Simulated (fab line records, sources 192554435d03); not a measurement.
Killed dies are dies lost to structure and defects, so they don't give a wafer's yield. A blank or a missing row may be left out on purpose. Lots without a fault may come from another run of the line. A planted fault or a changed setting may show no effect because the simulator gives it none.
Split-lot experiment | flow n5_finfet | 7 lots, 21 wafers read, on a route of 1938 steps

THE SPLIT
At N5_BEOL_M5_ETCH_41 (etches SiCN in CH3F/O2, target depth 31.5 nm, time 56.7 s), the setting source_w was moved away from the recipe's 395 W on 8 of the 21 wafers read, by -18.0% to +17.1%. The other wafers ran this setting at the recipe's value.

The reading is taken at the split's own step.

THE READING
rf_vpp_V, in V, at N5_BEOL_M5_ETCH_41 (etches SiCN in CH3F/O2, target depth 31.5 nm, time 56.7 s). Fault-free wafers of this fab line usually give 297.0 V, standard deviation 1.5 V.

wafer  | tool, chamber at the split | source_w as run, W | against the recipe | rf_vpp_V, V | against lot-mates on the recipe
L076.2 | rie_diel-03, 1             | 352.9              | -10.7%             | 308.7       | +13.3
L076.4 | rie_diel-03, 2             | 395                | recipe             | 295.4       | -
L076.5 | rie_diel-03, 2             | 352.9              | -10.7%             | 305.8       | +10.4
L086.1 | rie_diel-03, 3             | 395                | recipe             | 296.3       | -
L086.5 | rie_diel-03, 0             | 395                | recipe             | 295.1       | -
L086.6 | rie_diel-03, 1             | 362                | -8.4%              | 305.7       | +10.0
L085.1 | rie_diel-06, 1             | 395                | recipe             | 295.1       | -
L085.2 | rie_diel-06, 2             | 395                | recipe             | 300.7       | -
L085.4 | rie_diel-06, 3             | 395                | recipe             | 294.8       | -
L087.1 | rie_diel-05, 2             | 395                | recipe             | 296.5       | -
L087.4 | rie_diel-05, 1             | 395                | recipe             | 299.4       | -
L087.6 | rie_diel-05, 0             | 363.3              | -8.0%              | 304.7       | +6.8
L091.2 | rie_diel-05, 3             | 395                | recipe             | 298.2       | -
L091.3 | rie_diel-05, 2             | 395                | recipe             | 295.5       | -
L091.4 | rie_diel-05, 1             | 395                | recipe             | 298.3       | -
L095.1 | rie_diel-06, 0             | 395                | recipe             | 295.0       | -
L095.3 | rie_diel-06, 2             | 462.4              | +17.1%             | 284.9       | -10.1
L095.4 | rie_diel-06, 3             | 462.4              | +17.1%             | 280.3       | -14.7
L096.2 | rie_diel-03, 1             | 323.9              | -18.0%             | 318.8       | +24.0
L096.3 | rie_diel-03, 2             | 395                | recipe             | 294.8       | -
L096.5 | rie_diel-03, 1             | 323.9              | -18.0%             | 318.8       | +24.0

THE FIT
A straight line over all 21 wafers: rf_vpp_V changes by -1.02 V for each +1% of source_w; r = -0.97; the points scatter about the line by 2.4 V.
The same after taking each lot's own level away (the mean of its wafers on the recipe; 21 wafers): -1.03 V for each +1%; r = -0.96; scatter 2.7 V.
On that fit, the largest move of source_w shifts the reading by 18 V.
The lots' own levels span 294.80 to 297.95 V, that is 2.1 times the standard deviation above.
So the lot-to-lot level changes the slope little: the two slopes agree.
Check: with one of the wafers moved furthest among these (-18.0%) left out of the fit, the line predicts +18.3 V for it against its lot-mates. It came out at +24 V against them.
Tool readings at the split's step, against how far the setting was moved: rf_vpp_V r = -0.97.

OTHER SPLITS ON THESE WAFERS
These wafers also went through other splits before the reading. Each is held against what the fit with the lots' levels taken away leaves over:
other split on the same wafers   | wafers away from the commonest value | r with rf_vpp_V (lot level and that fit taken away)
N5_BEOL_M5_EXPOSE_08 dose_mj     | 9                                    | -0.01
N5_BEOL_M5_TRENCH_ETCH_37 bias_w | 9                                    | +0.00

THE FILE'S OWN FIT
rf_vpp_V changes by -1.05 V for each +1% of source_w, r = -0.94.
